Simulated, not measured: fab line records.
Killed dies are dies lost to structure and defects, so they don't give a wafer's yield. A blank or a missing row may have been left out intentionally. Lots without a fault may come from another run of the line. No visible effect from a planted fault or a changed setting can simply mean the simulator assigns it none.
Chamber matching | flow nand harc | 4 sister chambers for NHARC_A_STAIRCASE_ETCH_292 on rie diel-03
The step etches the open film in CF4/CHF3. 14 wafers are shown with their chamber, then 7 later ones without.

## WAFERS WITH THEIR CHAMBER
wafer  | chamber | showerhead plenum p Torr (Torr) | drypump motor current A (A) | rf vpp V (V)
L076.1 | 0       | 1.52                            | 6.1                         | 368.3
L076.3 | 1       | 1.53                            | 6.4                         | 369.3
L076.6 | 0       | 1.52                            | 6.1                         | 369.2
L078.1 | 1       | 1.53                            | 6.4                         | 368.6
L078.2 | 2       | 1.47                            | 5.9                         | 367.2
L078.4 | 0       | 1.52                            | 6.0                         | 368.8
L081.2 | 3       | 1.63                            | 6.2                         | 372.6
L081.4 | 2       | 1.47                            | 5.9                         | 367.2
L081.5 | 1       | 1.53                            | 6.4                         | 370.2
L082.1 | 2       | 1.47                            | 5.9                         | 366.9
L082.3 | 3       | 1.63                            | 6.1                         | 371.8
L082.4 | 0       | 1.52                            | 6.0                         | 367.9
L085.1 | 0       | 1.52                            | 6.1                         | 368.3
L085.5 | 1       | 1.52                            | 6.4                         | 369.1

SIGNATURES, as means of the wafers listed above
reading                  | chamber 0 | chamber 1 | chamber 2 | chamber 3 | scatter within a chamber
showerhead plenum p Torr | 1.5200    | 1.5275    | 1.4700    | 1.6300    | 0.00274
drypump motor current A  | 6.060     | 6.400     | 5.900     | 6.150     | 0.0412
rf vpp V                 | 368.500   | 369.300   | 367.100   | 372.200   | 0.523
Rule: a wafer lies at a distance from a chamber equal to the root of the sum of squares, over the readings, of (its reading less the chamber's mean, divided by the reading's scatter). If the next closest chamber is less than 2 further off than the closest, the wafer can't be placed; otherwise it belongs to the closest. The scatter: the root of (the sum of the squares of (reading less its chamber's mean) over the shown wafers, divided by (wafers less chambers)).

## WAFERS WITH NO CHAMBER GIVEN
wafer  | showerhead plenum p Torr (Torr) | drypump motor current A (A) | rf vpp V (V)
L085.6 | 1.52                            | 6.1                         | 369.1
L086.1 | 1.63                            | 6.2                         | 372.4
L086.2 | 1.52                            | 6.4                         | 369.3
L086.4 | 1.47                            | 5.9                         | 366.6
L096.1 | 1.62                            | 6.2                         | 373.2
L096.5 | 1.51                            | 6.1                         | 369.8
L096.6 | 1.46                            | 5.9                         | 366.0

## WHICH CHAMBER EACH ONE RAN IN
wafer  | from the rows above | in truth
L085.6 | 0                   | 0
L086.1 | 3                   | 3
L086.2 | 1                   | 1
L086.4 | 2                   | 2
L096.1 | 3                   | 3
L096.5 | 0                   | 0
L096.6 | 2                   | 2
7 of 7 placed correctly. Left unplaced by these rows: 0. Placed wrongly: 0.
